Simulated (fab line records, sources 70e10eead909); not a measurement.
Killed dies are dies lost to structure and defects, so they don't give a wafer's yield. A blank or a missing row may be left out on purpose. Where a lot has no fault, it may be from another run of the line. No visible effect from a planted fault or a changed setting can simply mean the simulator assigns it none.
Chamber matching ; flow nand_harc ; pecvd-02 running NHARC_P_M0_PRE_CLEAN_31: 3 sister chambers
The step time 12 s. 6 wafers are shown with their chamber, then 8 later ones without.

## WAFERS PAIRED WITH THEIR CHAMBERS
wafer;chamber;heater_power_outer_w (W);heater_power_w (W)
L078.3;0;428;739
L078.6;0;440;718
L088.3;1;337;586
L088.4;2;364;600
L088.6;1;341;577
L092.1;2;390;636

## WAFERS WITH NO CHAMBER GIVEN
wafer;heater_power_outer_w (W);heater_power_w (W)
L092.2;290;518
L092.6;378;631
L097.1;467;779
L097.3;314;541
L097.4;378;608
L097.2;382;612
L097.5;466;777
L097.6;301;534

## WHICH CHAMBER EACH WENT THROUGH
wafer;from the rows above;in truth
L092.2;1;1
L092.6;2;2
L097.1;0;0
L097.3;1;1
L097.4;2;2
L097.2;2;2
L097.5;0;0
L097.6;1;1
Correct placement for 8 of the 8. Not placeable from these rows: 0. Number placed wrongly: 0.
How it was worked out, from the rows above alone: a wafer's distance from a chamber is the root of the sum, over the readings, of the square of ((its reading less the chamber's mean) divided by the reading's scatter). The wafer belongs to the nearest chamber; if the next one is less than 2 further off, it can't be placed. Each chamber's mean is taken over the wafers shown for it. The scatter: take each reading less its chamber's mean, square it, sum over the shown wafers, divide by the number of wafers less the number of chambers, and take the root.
